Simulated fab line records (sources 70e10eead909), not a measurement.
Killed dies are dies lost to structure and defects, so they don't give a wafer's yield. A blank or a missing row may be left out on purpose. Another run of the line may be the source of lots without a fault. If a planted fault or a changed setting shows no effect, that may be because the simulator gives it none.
2 desks, one fault | flow nand_harc | each desk holds nothing but its own numbers, with what lay behind them at the end

## FOR THE TOOL OWNER'S DESK: pecvd-03
The tool's own readings at NHARC_A_ONON_D1_DEP_33 (deposits SiO2, target thk 200 nm): means of the sampled wafers that have a number, for each lot that ran on this tool. The brackets show how far a lot's mean lies from the usual mean; more than 4 standard deviations puts the lot out of limits, marked OUT.
Columns: A = heater_power_w at NHARC_A_ONON_D1_DEP_33, usual 575 W; B = mfc_precursor_sccm at NHARC_A_ONON_D1_DEP_33, usual 161.3 sccm; C = rf_fwd_power_W at NHARC_A_ONON_D1_DEP_33, usual 897.9 W; D = throttle_valve_pct at NHARC_A_ONON_D1_DEP_33, usual 16.2 %
lot  | first seen here | A   | B     | C               | D
L210 | day 10 08:25    | 507 | 161.4 | 968.5 (+24) OUT | 16.6
L212 | day 11 10:10    | 579 | 161.3 | 934.0 (+12) OUT | 16.7
L223 | day 14 07:04    | 633 | 161.4 | 897.9           | 16.9
This desk's verdict: out of limits on L210, L212, starting with L210 at day 10 08:25 (rf_fwd_power_W at NHARC_A_ONON_D1_DEP_33). In limits: L223.

## AT THE METROLOGY DESK
Means of the sampled wafers that have a number, per lot and without regard to the tool the lot ran on: this is what the gauges read. The brackets show how far a lot's mean lies from the usual mean; more than 4 standard deviations puts the lot out of limits, marked OUT.
Columns: A = thk_nm at NHARC_A_ONON_D1_THK_MEAS_18, usual 1001 nm; B = thk_nm at NHARC_A_ONON_D1_THK_MEAS_21, usual 997 nm; C = thk_nm at NHARC_A_ONON_D1_THK_MEAS_24, usual 1002 nm; D = thk_nm at NHARC_A_ONON_D1_THK_MEAS_27, usual 996 nm; E = thk_nm at NHARC_A_ONON_D1_THK_MEAS_30, usual 1000 nm; F = thk_nm at NHARC_A_ONON_D1_THK_MEAS_34, usual 200 nm
lot  | first seen here | A    | B    | C    | D    | E    | F
L206 | day 9 15:02     | 1004 | 1007 | 1029 | 991  | 1008 | 198
L210 | day 10 06:05    | 990  | 1010 | 1010 | 1002 | 993  | 204
L212 | day 11 07:50    | 1014 | 1021 | 996  | 1003 | 1001 | 205
L216 | day 12 00:32    | 992  | 999  | 990  | 986  | 1002 | 198
L217 | day 12 00:34    | 988  | 998  | 997  | 993  | 1005 | 203
L223 | day 14 04:43    | 1016 | 974  | 1001 | 1000 | 1001 | 199
Finding of this desk: none of the 6 lots has anything out of limits.

## BROUGHT TOGETHER
On L210, L212, at day 10 08:25, an alarm was possible from the tool owner's desk.
From the metrology desk's view, nothing was out of limits.
The metrology desk holds a record of L210, L212, inside its limits.
The lots listed all ran NHARC_A_ONON_D1_DEP_33 on pecvd-03.

## WHAT THE SIMULATOR HAD INSERTED
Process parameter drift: pecvd-03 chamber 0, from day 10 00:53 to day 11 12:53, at NHARC_A_ONON_D1_DEP_33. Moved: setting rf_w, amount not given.
Struck lots among those shown: L210, L212.
Time in hours from fault onset to the first out-of-limits reading at each desk: the tool owner's desk, 8.
